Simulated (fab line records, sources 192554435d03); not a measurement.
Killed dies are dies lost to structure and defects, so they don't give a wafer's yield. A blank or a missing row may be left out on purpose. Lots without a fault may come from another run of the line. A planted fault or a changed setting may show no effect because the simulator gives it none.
Which tool did it? | flow n5_finfet | 11 lots, 32 wafers sampled, at 5 steps of a route of 1938

WHAT THE GAUGES READ, wafer by wafer
N5_BEOL_M4_RC_MEAS_101. Usual: DIBL_N 37.5 mV/V, standard deviation 2.5; DIBL_P 38 mV/V, standard deviation 3.1; IOFF_N 0.19 nA/um, standard deviation 0.059; IOFF_P 0.24 nA/um, standard deviation 0.061; ION_N 679 uA/um, standard deviation 16; ION_P 465 uA/um, standard deviation 9.8; SS_N 72.0 mV/dec, standard deviation 0.8; SS_P 73.7 mV/dec, standard deviation 0.86; VT_N 248 mV, standard deviation 4.5; VT_P -249 mV, standard deviation 3.5.
lot  | measured     | on        | DIBL_N (mV/V)  | DIBL_P (mV/V) | IOFF_N (nA/um) | IOFF_P (nA/um) | ION_N (uA/um) | ION_P (uA/um) | SS_N (mV/dec)  | SS_P (mV/dec)  | VT_N (mV)   | VT_P (mV)      | flag
L885 | day 8 11:52  | prober-02 | 37.4 35.7      | 40 38         | 0.18 0.14      | 0.24 0.19      | 675 666       | 466 463       | 71.5 71.5      | 73.8 73.9      | 248 254     | -248 -252      |
L886 | day 8 20:26  | prober-01 | 35.7 33.3 37.1 | 36 34 38      | 0.15 0.11 0.18 | 0.19 0.17 0.24 | 673 651 669   | 458 455 461   | 71.9 70.6 71.6 | 72.4 71.8 73.8 | 253 255 248 | -250 -253 -249 |
L887 | day 8 20:35  | prober-02 | 37.5 41.0 37.7 | 38 43 38      | 0.19 0.31 0.18 | 0.24 0.37 0.25 | 679 711 683   | 463 480 469   | 71.3 72.8 72.1 | 73.4 75.0 73.4 | 249 238 248 | -248 -242 -247 |
L888 | day 8 23:56  | prober-02 | 31.0 33.5 33.7 | 28 33 35      | 0.08 0.12 0.13 | 0.12 0.18 0.19 | 644 679 672   | 452 467 462   | 70.6 69.8 70.2 | 70.8 72.5 73.0 | 259 253 250 | -255 -251 -250 |
L891 | day 10 21:11 | prober-01 | 34.4 38.7 37.1 | 35 39 37      | 0.10 0.18 0.14 | 0.16 0.24 0.20 | 657 673 651   | 453 467 452   | 70.8 71.8 71.5 | 73.2 74.1 73.1 | 260 247 252 | -253 -249 -251 |
L896 | day 11 17:02 | prober-02 | 37.5 36.4 36.5 | 37 34 35      | 0.20 0.16 0.18 | 0.30 0.23 0.26 | 706 689 684   | 489 470 479   | 70.9 72.0 71.7 | 73.4 72.9 72.7 | 242 249 249 | -244 -248 -244 |
L897 | day 11 19:13 | prober-02 | 35.8 36.5 38.3 | 36 37 38      | 0.13 0.14 0.19 | 0.21 0.21 0.27 | 659 658 682   | 465 455 471   | 71.9 71.5 72.0 | 73.3 73.3 74.3 | 256 252 248 | -249 -250 -248 |
L898 | day 11 18:13 | prober-01 | 39.9 39.4 39.4 | 42 43 43      | 0.28 0.25 0.26 | 0.31 0.32 0.32 | 702 690 686   | 470 468 470   | 72.3 71.7 72.6 | 74.8 75.0 74.6 | 242 246 243 | -245 -244 -246 |
L901 | day 12 20:11 | prober-02 | 34.5 36.0 39.9 | 35 35 40      | 0.14 0.14 0.24 | 0.21 0.20 0.28 | 668 668 696   | 462 459 475   | 70.9 71.2 71.8 | 73.5 73.8 74.1 | 249 251 244 | -249 -250 -246 |
L902 | day 13 00:09 | prober-02 | 37.6 35.7 37.4 | 37 34 36      | 0.19 0.16 0.20 | 0.24 0.21 0.24 | 683 667 685   | 463 462 466   | 72.1 71.5 72.0 | 73.9 73.3 73.8 | 249 249 244 | -249 -250 -250 |
L903 | day 13 22:40 | prober-02 | 40.5 38.6 39.9 | 38 36 38      | 0.23 0.17 0.21 | 0.26 0.22 0.25 | 684 662 687   | 465 460 466   | 72.7 73.0 71.8 | 73.8 73.4 74.0 | 246 250 250 | -249 -249 -248 |

WHICH TOOL RAN EACH LOT (tool, then ch and the chambers of the sampled wafers, then the start)
lot  | N5_BEOL_M3_SPUTTER_86        | N5_BEOL_M3_ANNEAL_91         | N5_BEOL_M3_ANNEAL_93         | N5_BEOL_M3_CO_CAP_55
L885 | pvd_sputter-02, day 7 21:06  | pvd_sputter-02, day 7 21:37  | pvd_sputter-02, day 7 21:50  | cvd_co-02 ch 1,2, day 7 23:25
L886 | pvd_sputter-03, day 8 06:16  | pvd_sputter-03, day 8 06:47  | pvd_sputter-03, day 8 07:01  | cvd_co-02 ch 0,1,2, day 8 08:25
L887 | pvd_sputter-01, day 8 08:52  | pvd_sputter-01, day 8 09:27  | pvd_sputter-01, day 8 09:42  | cvd_co-02 ch 0,1,2, day 8 10:59
L888 | pvd_sputter-01, day 8 10:56  | pvd_sputter-01, day 8 11:31  | pvd_sputter-01, day 8 11:46  | cvd_co-01 ch 0,1,2, day 8 13:05
L891 | pvd_sputter-02, day 10 01:58 | pvd_sputter-02, day 10 02:29 | pvd_sputter-02, day 10 02:42 | cvd_co-01 ch 0,1,2, day 10 04:04
L896 | pvd_sputter-02, day 11 01:02 | pvd_sputter-02, day 11 01:34 | pvd_sputter-02, day 11 01:47 | cvd_co-02 ch 1,2, day 11 03:07
L897 | pvd_sputter-03, day 11 01:44 | pvd_sputter-03, day 11 02:15 | pvd_sputter-03, day 11 02:28 | cvd_co-01 ch 0,1,2, day 11 03:41
L898 | pvd_sputter-03, day 11 06:08 | pvd_sputter-03, day 11 06:40 | pvd_sputter-03, day 11 06:53 | cvd_co-02 ch 0,1,2, day 11 08:08
L901 | pvd_sputter-02, day 12 10:44 | pvd_sputter-02, day 12 11:15 | pvd_sputter-02, day 12 11:28 | cvd_co-02 ch 0,1,2, day 12 12:43
L902 | pvd_sputter-01, day 12 11:14 | pvd_sputter-01, day 12 11:45 | pvd_sputter-01, day 12 11:58 | cvd_co-02 ch 0,1,2, day 12 13:12
L903 | pvd_sputter-02, day 12 22:02 | pvd_sputter-02, day 12 22:33 | pvd_sputter-02, day 12 22:46 | cvd_co-02 ch 1,2, day 13 00:03
- N5_BEOL_M3_SPUTTER_86: material Cu, target thk 4.5 nm, time 8.29 s.
- N5_BEOL_M3_ANNEAL_91: time 240 s.
- N5_BEOL_M3_ANNEAL_93: time 240 s.
- N5_BEOL_M3_CO_CAP_55: material Co, precursor CCTBA/H2, target thk 2 nm, time 102.1 s.

WHAT THE TOOLS THEMSELVES READ (means of the sampled wafers that have a number; where no wafer has one, the mark that the record gives instead)
N5_BEOL_M3_SPUTTER_86. Usual: substrate_temp_c -19.99 C, standard deviation 0.11; throttle_valve_pct 30.0 %, standard deviation 1.1.
lot  | tool           | substrate_temp_c (C) | throttle_valve_pct (%) | flag
L885 | pvd_sputter-02 | -19.92               | 30.6                   |
L886 | pvd_sputter-03 | -20.00               | 30.5                   |
L887 | pvd_sputter-01 | -19.91               | 29.7                   |
L888 | pvd_sputter-01 | -19.99               | 30.1                   |
L891 | pvd_sputter-02 | -20.00               | 29.6                   |
L896 | pvd_sputter-02 | -20.06               | 29.5                   |
L897 | pvd_sputter-03 | -19.97               | 28.9                   |
L898 | pvd_sputter-03 | -19.85               | 28.9                   |
L901 | pvd_sputter-02 | -19.96               | 29.9                   |
L902 | pvd_sputter-01 | -19.99               | 30.2                   |
L903 | pvd_sputter-02 | -19.93               | 30.3                   |

N5_BEOL_M3_ANNEAL_91. Usual: heater_power_w 812 W, standard deviation 86.
lot  | tool           | heater_power_w (W) | flag
L885 | pvd_sputter-02 | 762                |
L886 | pvd_sputter-03 | 785                |
L887 | pvd_sputter-01 | 801                |
L888 | pvd_sputter-01 | 870                |
L891 | pvd_sputter-02 | 834                |
L896 | pvd_sputter-02 | 849                |
L897 | pvd_sputter-03 | 824                |
L898 | pvd_sputter-03 | 825                |
L901 | pvd_sputter-02 | 792                |
L902 | pvd_sputter-01 | 874                |
L903 | pvd_sputter-02 | 789                |

N5_BEOL_M3_ANNEAL_93. Usual: heater_power_w 812 W, standard deviation 85.
lot  | tool           | heater_power_w (W) | flag
L885 | pvd_sputter-02 | 762                |
L886 | pvd_sputter-03 | 767                |
L887 | pvd_sputter-01 | 814                |
L888 | pvd_sputter-01 | 861                |
L891 | pvd_sputter-02 | 838                |
L896 | pvd_sputter-02 | 857                |
L897 | pvd_sputter-03 | 813                |
L898 | pvd_sputter-03 | 809                |
L901 | pvd_sputter-02 | 796                |
L902 | pvd_sputter-01 | 852                |
L903 | pvd_sputter-02 | 781                |

N5_BEOL_M3_CO_CAP_55. Usual: heater_power_w 239 W, standard deviation 28; run_length_s 125.1 s, standard deviation 0.65.
lot  | tool      | heater_power_w (W) | run_length_s (s) | flag
L885 | cvd_co-02 | 223                | 124.8            |
L886 | cvd_co-02 | 220                | 143.5            | OFF
L887 | cvd_co-02 | 219                | 143.6            | OFF
L888 | cvd_co-01 | 265                | 125.4            |
L891 | cvd_co-01 | 269                | 125.2            |
L896 | cvd_co-02 | 224                | 124.6            |
L897 | cvd_co-01 | 269                | 125.3            |
L898 | cvd_co-02 | 218                | 124.9            |
L901 | cvd_co-02 | 218                | 125.1            |
L902 | cvd_co-02 | 221                | 125.0            |
L903 | cvd_co-02 | 223                | 124.7            |

THE ANSWER, worked out from the rows above alone
Rule: a lot is off if the mean of its wafers that have a number lies more than 3 standard deviations from the usual mean. A lot without any number at a reading at which 4 lots or more have one is off too. The other lots that the step has rows for count as sound. The gauges are gone through in route order, then the tools' own readings, and for those a lot's mean is taken as printed above. The first step at which some lot is off is used, and at that step the reading that is off furthest; a lot without a number counts as furthest.
Off: L886, L887, at N5_BEOL_M3_CO_CAP_55 (run_length_s).
A tool fits if, at that step or a process step before it, it ran every lot that is off, and no sound lot after the first of them. None of those tried fits.

WHAT THE SIMULATOR HAD PUT IN
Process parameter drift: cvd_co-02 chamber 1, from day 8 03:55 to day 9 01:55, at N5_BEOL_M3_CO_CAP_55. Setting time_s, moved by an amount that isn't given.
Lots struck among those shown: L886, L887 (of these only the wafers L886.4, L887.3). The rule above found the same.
